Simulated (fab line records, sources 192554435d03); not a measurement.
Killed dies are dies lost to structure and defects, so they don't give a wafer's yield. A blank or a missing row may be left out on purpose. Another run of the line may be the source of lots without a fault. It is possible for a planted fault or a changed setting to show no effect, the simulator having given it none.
fab line records + flow n5-finfet
record
- lots=5
- wafers=14
- last-day=18
route steps=1938 shown BEOL_M10@1474 PASSIVATION@1936
lots that met no fault: taken from a fault-free run of the same line
start-h: hours from the record's opening day to when the first of the lot's shown wafers began + wait-h: how many hours have passed since the lot's step before this one + " as in the row above + L1.1+2: a single row standing in for several wafers + - no value, or no start given + * or withheld: withheld + < > ~ a bound
route shown NAME@n: a module of which the file shows steps, and the number in the route of the first + usual: mean and standard deviation over wafers with no fault + same: alike in all rows + chamber/n: place in a boat + sites: readings site by site + _std_site: standard deviation across them + _edge_site: mean of outer sites minus mean of inner sites + radius-mm: how far each site lies from the wafer's centre + mask NAME#n: copy n + behind: the most recent tool/chamber to have shaped the wafer + hold: why the lot was held/for how many hours/how that ended + device: the transistor (n, p or np) that didn't switch + end of line: tests run on the same wafers once the route is complete + where a step has no rows: the recipe by itself + killed: dies lost to structure and defects at the first sort, not the wafer's yield + map: a wafer's dies, marking killed ones x, the rest . and places with no die _
set.NAME: setting as actually run; set.NAME@STEP: the setting as run at that earlier step + model.NAME: the simulator's own value behind a step, which no gauge read
certain route steps with their lots: each step a table, each wafer a row
services: when a tool's chamber went out of use (start-h, in hours from the record's first day, below 0 if earlier), for how many hours, and the reason
## steps
# step N5_BEOL_M10_HM_DEP_02
# recipe
- material=TiN
- target-thk-a=200
- temp-c=25
- chamber-pressure-pa=0.49996
# usual
- throttle-valve-pct=30.3/1.2
| lot.wafer | tool           | chamber | start-h | wait-h | throttle-valve-pct |
|-----------|----------------|---------|---------|--------|--------------------|
| L669.1    | pvd-sputter-03 | -       | 241.03  | 2.3    | 28.2               |
| L669.2    | "              | -       | "       | "      | 30.7               |
| L669.5    | "              | -       | "       | "      | 30.3               |
| L671.1    | pvd-sputter-01 | -       | 244.93  | 0.9    | 29.2               |
| L671.3    | "              | -       | "       | "      | 31.8               |
| L671.5    | "              | -       | "       | "      | 31.5               |
| L678.2    | pvd-sputter-02 | -       | 291.21  | 0.6    | 32.2               |
| L678.3    | "              | -       | "       | "      | 30.0               |
| L681.1    | pvd-sputter-01 | -       | 306.82  | 1.7    | 29.4               |
| L681.2    | "              | -       | "       | "      | 30.0               |
| L681.4    | "              | -       | "       | "      | 29.5               |
| L689.1    | pvd-sputter-03 | -       | 358.56  | 0.8    | 31.6               |
| L689.3    | "              | -       | "       | "      | 30.7               |
| L689.5    | "              | -       | "       | "      | 28.0               |
# step N5_BEOL_M10_COAT_59
# recipe
- resist=SOC
- temp-c=250
- time-s=60
- spin-rpm=1500
- resist-thk-nm=100
# step N5_BEOL_M10_COAT_60
# recipe
- resist=SiARC
- temp-c=220
- time-s=60
- spin-rpm=1500
- resist-thk-nm=30
# step N5_BEOL_M10_COAT_05
# recipe
- resist=CAR-ArF
- spin-rpm=1500
- resist-thk-nm=90
# step N5_BEOL_M10_EBR_07
# recipe
- solvent=PGMEA
- ebr-width-mm=1.5
# step N5_BEOL_M10_SOFTBAKE_06
# recipe
- temp-c=110
- time-s=60
- resist=CAR-ArF
# step N5_BEOL_M10_EXPOSE_08
# recipe
- mask-id=M10
- na=1.35
- source-shape=dipole
- sigma-inner=0.411
- sigma-outer=0.611
- polarization=te
- dose-mj=53.75
# step N5_BEOL_M10_PEB_09
# recipe
- peb-temp-c=withheld
- peb-time-s=60
- resist=CAR-ArF
# step N5_BEOL_M10_DEVELOP_10
# recipe
- develop-time-s=30
- developer=TMAH
- resist=CAR-ArF
- rinse-liquid=diw
- dry=air-spin
- dev-temp-c=23
# step N5_BEOL_M10_CD_MEAS_11
# recipe
- target-cd-nm=64.1
- landing-energy-ev=500
- detector=se-inlens
- polarity=opening
# usual
- cd-nm=64.2/0.44
# same
- landing-energy-ev=500
| lot.wafer | tool      | chamber | start-h | wait-h | cd-nm |
|-----------|-----------|---------|---------|--------|-------|
| L669.1    | cd-sem-01 | 0       | 241.40  | -      | 64.0  |
| L669.2    | "         | 0       | "       | "      | 64.8  |
| L669.5    | "         | 0       | "       | "      | 64.4  |
| L671.1    | cd-sem-01 | 0       | 245.43  | -      | 64.4  |
| L671.3    | "         | 0       | "       | "      | 64.2  |
| L671.5    | "         | 0       | "       | "      | 64.7  |
| L678.2    | cd-sem-02 | 0       | 291.58  | -      | 64.3  |
| L678.3    | "         | 0       | "       | "      | 64.6  |
| L681.1    | cd-sem-01 | 0       | 307.20  | -      | 64.0  |
| L681.2    | "         | 0       | "       | "      | 64.1  |
| L681.4    | "         | 0       | "       | "      | 63.4  |
| L689.1    | cd-sem-02 | 0       | 358.93  | -      | 64.2  |
| L689.3    | "         | 0       | "       | "      | 64.5  |
| L689.5    | "         | 0       | "       | "      | 64.1  |
# step N5_BEOL_M10_OVL_MEAS_12
# recipe
- points-per-wafer=44
# usual
- M10_OVL=0.5/0.94
| lot.wafer | tool       | chamber | start-h | wait-h | M10_OVL[nm] |
|-----------|------------|---------|---------|--------|-------------|
| L669.1    | overlay-01 | 0       | 241.43  | 0.0    | -0.9        |
| L669.2    | "          | 0       | "       | "      | -0.3        |
| L669.5    | "          | 0       | "       | "      | -0.7        |
| L671.1    | overlay-01 | 0       | 245.46  | 0.0    | 1.6         |
| L671.3    | "          | 0       | "       | "      | 2.1         |
| L671.5    | "          | 0       | "       | "      | 2.2         |
| L678.2    | overlay-02 | 0       | 291.61  | 0.0    | 0.7         |
| L678.3    | "          | 0       | "       | "      | 1.5         |
| L681.1    | overlay-01 | 0       | 307.23  | 0.0    | -0.4        |
| L681.2    | "          | 0       | "       | "      | 1.4         |
| L681.4    | "          | 0       | "       | "      | 1.4         |
| L689.1    | overlay-01 | 0       | 358.96  | 0.0    | 0.9         |
| L689.3    | "          | 0       | "       | "      | 1.5         |
| L689.5    | "          | 0       | "       | "      | 0.9         |
# step N5_BEOL_M10_INSPECT_13
# recipe
- mode=adi
- inspect-instrument=brightfield
# usual
- raw-defect-count=386/66
| lot.wafer | tool              | chamber | start-h | wait-h | raw-defect-count |
|-----------|-------------------|---------|---------|--------|------------------|
| L669.1    | defect-inspect-01 | -       | 241.45  | 0.0    | 369              |
| L669.2    | "                 | -       | "       | "      | 456              |
| L669.5    | "                 | -       | "       | "      | 351              |
| L671.1    | defect-inspect-01 | -       | 245.48  | 0.0    | 425              |
| L671.3    | "                 | -       | "       | "      | 371              |
| L671.5    | "                 | -       | "       | "      | 512              |
| L678.2    | defect-inspect-01 | -       | 291.63  | 0.0    | 306              |
| L678.3    | "                 | -       | "       | "      | 405              |
| L681.1    | defect-inspect-02 | -       | 307.25  | 0.0    | 321              |
| L681.2    | "                 | -       | "       | "      | 357              |
| L681.4    | "                 | -       | "       | "      | 559              |
| L689.1    | defect-inspect-02 | -       | 358.99  | 0.0    | 590              |
| L689.3    | "                 | -       | "       | "      | 427              |
| L689.5    | "                 | -       | "       | "      | 460              |
# step N5_BEOL_M10_DESCUM_16
# recipe
- chemistry=O2
- time-s=7.9
- source-power-w=50
- bias-power-w=20
- pressure-mtorr=20
- rf-frequency-hz=2.712e+07
- temp-c=40
- resist=CAR-ArF
- o2-flow-sccm=225
# usual
- drypump-motor-current-A=5.7/0.48
- o2-flow-sccm=225.0/0.82
- oes-product-au=0.79/0.1
- rf-vpp-V=242.7/1.3
- showerhead-plenum-p-Torr=2.07/0.067
- throttle-valve-pct=20.53/0.17
| lot.wafer | tool        | chamber | start-h | wait-h | drypump-motor-current-A | o2-flow-sccm | oes-product-au | rf-hours-counter-h | rf-vpp-V | showerhead-plenum-p-Torr | throttle-valve-pct | model.CAR-ArF_of_BEOL_M10_COAT_05.thk-nm |
|-----------|-------------|---------|---------|--------|-------------------------|--------------|----------------|--------------------|----------|--------------------------|--------------------|------------------------------------------|
| L669.1    | rie-diel-05 | 3       | 241.50  | 0.1    | 5.9                     | 224.8        | 0.71           | 201                | 241.4    | 1.99                     | 20.46              | 83.2                                     |
| L669.2    | "           | 1       | "       | "      | 5.2                     | 224.9        | 0.82           | 87                 | 241.8    | 2.03                     | 20.46              | 83                                       |
| L669.5    | "           | 3       | "       | "      | 5.9                     | 225.4        | 0.71           | -                  | 241.5    | 1.99                     | 20.47              | 83.2                                     |
| L671.1    | rie-diel-01 | 2       | 245.52  | 0.0    | 5.1                     | 224.9        | 0.71           | 199                | 243.7    | 2.08                     | 20.54              | 83.8                                     |
| L671.3    | "           | 0       | "       | "      | 6.3                     | 224.8        | 0.71           | 221                | 244.0    | 2.07                     | 20.78              | 83.6                                     |
| L671.5    | "           | 0       | "       | "      | 6.3                     | 226.1        | 0.70           | -                  | 242.9    | 2.07                     | 20.78              | 83.6                                     |
| L678.2    | rie-diel-01 | 3       | 291.68  | 0.0    | 5.8                     | 225.4        | 0.73           | 212                | 246.5    | 2.16                     | 20.69              | 85                                       |
| L678.3    | "           | 2       | "       | "      | 5.1                     | 225.8        | 0.71           | 214                | 241.9    | 2.07                     | 20.58              | 85.2                                     |
| L681.1    | rie-diel-05 | 0       | 307.40  | 0.1    | 5.6                     | 224.5        | 0.96           | 13                 | 242.1    | 2.06                     | 20.38              | 83.4                                     |
| L681.2    | "           | 2       | "       | "      | 5.1                     | 223.8        | 0.69           | 227                | 242.4    | 1.98                     | 20.23              | 83                                       |
| L681.4    | "           | 3       | "       | "      | 5.9                     | 223.7        | 0.69           | 228                | 241.9    | 1.98                     | 20.51              | 83.2                                     |
| L689.1    | rie-diel-02 | 2       | 359.02  | 0.0    | 6.7                     | 221.6        | 0.88           | 40                 | 243.6    | 2.14                     | 20.58              | 83.6                                     |
| L689.3    | "           | 3       | "       | "      | 5.4                     | 224.1        | 0.87           | 52                 | 244.0    | 2.12                     | 20.32              | 83.6                                     |
| L689.5    | "           | 3       | "       | "      | 5.4                     | 224.4        | 0.88           | -                  | 244.1    | 2.12                     | 20.33              | 83.6                                     |
# step N5_BEOL_M10_ETCH_61
# recipe
- chemistry=CF4
- target=SiARC
- target-depth-a=390
- mask-material=CAR-ArF
- time-s=65
- ion-energy-ev=80
- pressure-mtorr=40
- source-w=545
- bias-w=36
- Ar_flow_sccm=100
- cf4-flow-sccm=100
- ends=cleared
# usual
- bias-w=35.99/0.1
- drypump-motor-current-A=5.7/0.48
- etch-rf-on-time-s=65.0/0.95
- oes-product-au=0.68/0.088
- rf-vpp-V=183.9/1.2
- showerhead-plenum-p-Torr=2.12/0.068
- throttle-valve-pct=15.69/0.19
| lot.wafer | tool        | chamber | start-h | wait-h | bias-w | drypump-motor-current-A | etch-rf-on-time-s | oes-product-au | rf-hours-counter-h | rf-vpp-V | showerhead-plenum-p-Torr | throttle-valve-pct | model.CAR-ArF_of_BEOL_M10_COAT_05.thk-nm |
|-----------|-------------|---------|---------|--------|--------|-------------------------|-------------------|----------------|--------------------|----------|--------------------------|--------------------|------------------------------------------|
| L669.1    | rie-diel-05 | 3       | 241.54  | 0.0    | 35.89  | 5.9                     | 64.8              | 0.60           | 201                | 180.9    | 2.05                     | 15.70              | 55.2                                     |
| L669.2    | "           | 1       | "       | "      | 36.07  | 5.2                     | 65.6              | 0.70           | 87                 | 184.8    | 2.07                     | 15.52              | 55.2                                     |
| L669.5    | "           | 3       | "       | "      | 35.98  | 5.9                     | 65.9              | 0.59           | -                  | 182.7    | 2.05                     | 15.69              | 55.2                                     |
| L671.1    | rie-diel-01 | 2       | 245.55  | 0.0    | 35.95  | 5.1                     | 65.5              | 0.61           | 199                | 184.0    | 2.13                     | 15.72              | 55.8                                     |
| L671.3    | "           | 0       | "       | "      | 36.13  | 6.3                     | 65.0              | 0.61           | 221                | 184.3    | 2.12                     | 15.95              | 55.6                                     |
| L671.5    | "           | 0       | "       | "      | 36.14  | 6.4                     | 65.2              | 0.60           | -                  | 183.6    | 2.12                     | 15.97              | 55.6                                     |
| L678.2    | rie-diel-01 | 3       | 291.72  | 0.0    | 36.08  | 5.7                     | 65.9              | 0.62           | 212                | 185.0    | 2.21                     | 15.91              | 57                                       |
| L678.3    | "           | 2       | "       | "      | 36.21  | 5.1                     | 66.4              | 0.60           | 214                | 185.2    | 2.12                     | 15.75              | 57.2                                     |
| L681.1    | rie-diel-05 | 0       | 307.43  | 0.0    | 36.10  | 5.6                     | 64.7              | 0.81           | 13                 | 183.3    | 2.11                     | 15.47              | 55.4                                     |
| L681.2    | "           | 2       | "       | "      | 36.00  | 5.1                     | 65.9              | 0.59           | 227                | 182.7    | 2.03                     | 15.48              | 55.2                                     |
| L681.4    | "           | 3       | "       | "      | 35.98  | 5.9                     | 65.4              | 0.58           | 228                | 183.1    | 2.04                     | 15.74              | 55.2                                     |
| L689.1    | rie-diel-02 | 2       | 359.06  | 0.0    | 36.08  | 6.7                     | 64.2              | 0.76           | 40                 | 185.6    | 2.18                     | 15.60              | 55.8                                     |
| L689.3    | "           | 3       | "       | "      | 36.09  | 5.4                     | 64.8              | 0.74           | 52                 | 181.4    | 2.17                     | 15.52              | 55.6                                     |
| L689.5    | "           | 3       | "       | "      | 36.08  | 5.4                     | 64.6              | 0.74           | -                  | 184.7    | 2.17                     | 15.52              | 55.8                                     |
# step N5_BEOL_M10_ETCH_62
# recipe
- chemistry=N2/H2
- target=SOC
- target-depth-a=1100
- overetch-a=220
- mask-material=SiARC
- temp-c=40
- time-s=165
- ion-energy-ev=200
- pressure-mtorr=30
- source-w=840
- bias-w=150
- n2-flow-sccm=200
- h2-flow-sccm=200
# usual
- bias-w=150.0/0.39
- drypump-motor-current-A=5.7/0.48
- oes-product-au=0.67/0.083
- rf-vpp-V=523.1/2.4
- showerhead-plenum-p-Torr=2.51/0.083
- throttle-valve-pct=17.92/0.21
| lot.wafer | tool        | chamber | start-h | wait-h | bias-w | drypump-motor-current-A | oes-product-au | rf-hours-counter-h | rf-vpp-V | showerhead-plenum-p-Torr | throttle-valve-pct |
|-----------|-------------|---------|---------|--------|--------|-------------------------|----------------|--------------------|----------|--------------------------|--------------------|
| L669.1    | rie-diel-05 | 3       | 241.59  | 0.0    | 149.8  | 5.9                     | 0.59           | 202                | 519.9    | 2.42                     | 17.91              |
| L669.2    | "           | 1       | "       | "      | 150.2  | 5.2                     | 0.71           | 87                 | 521.4    | 2.46                     | 17.80              |
| L669.5    | "           | 3       | "       | "      | 150.0  | 5.9                     | 0.60           | -                  | 519.7    | 2.42                     | 17.93              |
| L671.1    | rie-diel-01 | 2       | 245.60  | 0.0    | 150.1  | 5.1                     | 0.61           | 199                | 521.5    | 2.53                     | 18.02              |
| L671.3    | "           | 0       | "       | "      | 149.8  | 6.3                     | 0.59           | 221                | 521.9    | 2.50                     | 18.07              |
| L671.5    | "           | 0       | "       | "      | 149.6  | 6.3                     | 0.60           | -                  | 523.9    | 2.50                     | 18.07              |
| L678.2    | rie-diel-01 | 3       | 291.77  | 0.0    | 150.6  | 5.7                     | 0.61           | 212                | 524.6    | 2.63                     | 18.06              |
| L678.3    | "           | 2       | "       | "      | 149.1  | 5.1                     | 0.60           | 214                | 524.6    | 2.52                     | 18.01              |
| L681.1    | rie-diel-05 | 0       | 307.48  | 0.0    | 150.6  | 5.6                     | 0.80           | 13                 | 523.5    | 2.49                     | 17.70              |
| L681.2    | "           | 2       | "       | "      | 150.5  | 5.1                     | 0.59           | 227                | 520.8    | 2.40                     | 17.64              |
| L681.4    | "           | 3       | "       | "      | 149.3  | 5.9                     | 0.58           | 228                | 520.9    | 2.41                     | 17.97              |
| L689.1    | rie-diel-02 | 2       | 359.11  | 0.0    | 150.3  | 6.8                     | 0.74           | 40                 | 526.8    | 2.59                     | 17.84              |
| L689.3    | "           | 3       | "       | "      | 149.9  | 5.4                     | 0.73           | 52                 | 526.1    | 2.58                     | 17.75              |
| L689.5    | "           | 3       | "       | "      | 150.0  | 5.4                     | 0.74           | -                  | 524.2    | 2.58                     | 17.74              |
# step N5_PASSIVATION_PROBE_49
# usual
- defect-limited-yield=91.6/1.4
- killed_at_M0_to_M3=33/9.7
- killed_at_M4_up=13/5.4
- killed-at-contacts=13/6.6
- killed-at-front-end=36/11
- killed-at-other=3.9/3
- killed-dies=99/16
- killed-open=66/12
- killed-short=32/7.9
- sort_bin_5_function=4.9/0.9
- sort_bin_6_memory=3.2/0.67
- sort-n-pass=1081/16
- sort-yield-pct=91.6/1.4
# same
- gross-dies=1180
- killed-at-back-side=0
- sort_bin_4_leakage[%]=0
- sort_bin_8_speed[%]=0
| lot.wafer | tool      | chamber | start-h | wait-h | defect-limited-yield[%] | killed_at_M0_to_M3 | killed_at_M4_up | killed-at-contacts | killed-at-front-end | killed-at-other | killed-dies | killed-open | killed-short | sort_bin_5_function[%] | sort_bin_6_memory[%] | sort-n-pass | sort-yield-pct[%] |
|-----------|-----------|---------|---------|--------|-------------------------|--------------------|-----------------|--------------------|---------------------|-----------------|-------------|-------------|--------------|------------------------|----------------------|-------------|-------------------|
| L671.1    | prober-02 | -       | 308.08  | 0.0    | 93.0                    | 26                 | 9               | 15                 | 33                  | 0               | 83          | 61          | 21           | 3.6                    | 3.2                  | 1097        | 93.0              |
| L671.3    | prober-02 | -       | 308.18  | 0.1    | 88.6                    | 39                 | 21              | 30                 | 36                  | 8               | 134         | 98          | 35           | 7.0                    | 4.0                  | 1046        | 88.6              |
| L671.5    | prober-02 | -       | 308.28  | 0.2    | 89.0                    | 45                 | 8               | 21                 | 48                  | 8               | 130         | 79          | 51           | 5.8                    | 4.4                  | 1050        | 89.0              |
# killed by level:class
L671.1 MOL_CONTACT_COAG:geometric-particle:open=14 STI_FIN_REVEAL:geometric-particle:open=8 BEOL_M3:geometric-particle:open=8 BEOL_M0_SAQP:geometric-particle:open=7 FIN_SAQP:geometric-particle:open=6 GATE_CUT:geometric-particle:short=4 GATE_CUT:geometric-particle:open=4 FIN_SAQP:geometric-particle:short=3
L671.3 MOL_CONTACT_COAG:geometric-particle:open=21 BEOL_M3:geometric-particle:open=17 BEOL_M2:geometric-particle:open=10 BEOL_M4:geometric-particle:open=10 MOL_CONTACT_COAG:geometric-particle:short=9 FIN_SAQP:geometric-particle:open=6 STI_FIN_REVEAL:geometric-particle:open=6 STARTING-WAFER:geometric-particle:open=6
L671.5 MOL_CONTACT_COAG:geometric-particle:open=11 BEOL_M0_SAQP:geometric-particle:open=11 MOL_CONTACT_COAG:geometric-particle:short=10 BEOL_M2:geometric-particle:open=10 STI_FIN_REVEAL:geometric-particle:open=9 BEOL_M3:geometric-particle:open=9 BEOL_M0_SAQP:geometric-particle:short=9 FIN_SAQP:geometric-particle:open=7
## services
| tool        | chamber | start-h | hours | kind                          |
|-------------|---------|---------|-------|-------------------------------|
| rie-diel-02 | 2       | 217.75  | -     | clean                         |
| rie-diel-02 | 2       | 217.75  | -     | consumable-replace:focus-ring |
| rie-diel-02 | 2       | 217.75  | 25.7  | scheduled-down                |
| rie-diel-02 | 2       | 217.75  | 25.7  | vent-cycle                    |
| rie-diel-02 | -       | 226.47  | 0.7   | repair                        |
| rie-diel-02 | 1       | 237.00  | 5.9   | repair                        |
| rie-diel-05 | 0       | 251.31  | -     | clean                         |
| rie-diel-05 | 0       | 251.31  | -     | consumable-replace:focus-ring |
| rie-diel-05 | 0       | 251.31  | 19.1  | scheduled-down                |
| rie-diel-05 | 0       | 251.31  | 19.1  | vent-cycle                    |
| rie-diel-01 | 3       | 303.84  | 3.5   | repair                        |
| rie-diel-01 | 0       | 328.81  | -     | clean                         |
| rie-diel-01 | 0       | 328.81  | -     | consumable-replace:focus-ring |
| rie-diel-01 | 0       | 328.81  | 18.1  | scheduled-down                |
| rie-diel-01 | 0       | 328.81  | 18.1  | vent-cycle                    |
## key
first-sign none at tools or gauges
model-effect
- step=N5_BEOL_M10_DESCUM_16
- value=CAR-ArF_of_BEOL_M10_COAT_05.thk-nm
- without=83.3
- struck=85.1
model-effect
- step=N5_BEOL_M10_ETCH_61
- value=CAR-ArF_of_BEOL_M10_COAT_05.thk-nm
- without=55.5
- struck=57.1
met-at N5_BEOL_M10_DESCUM_16
struck-wafers L678.2,L678.3
onset-between 245.52 291.68
also-fits N5_BEOL_M10_HM_DEP_02:pvd-sputter-02
fault
- kind=process-parameter-drift
- tool=rie-diel-01
- chamber=-
- onset-h=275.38
- steps=N5_BEOL_M10_DESCUM_16
- channel=time-s
- offset=*
- shape=step
- end-h=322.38
- scope=struck-wafers-only
- acts-in=*
- stated=*
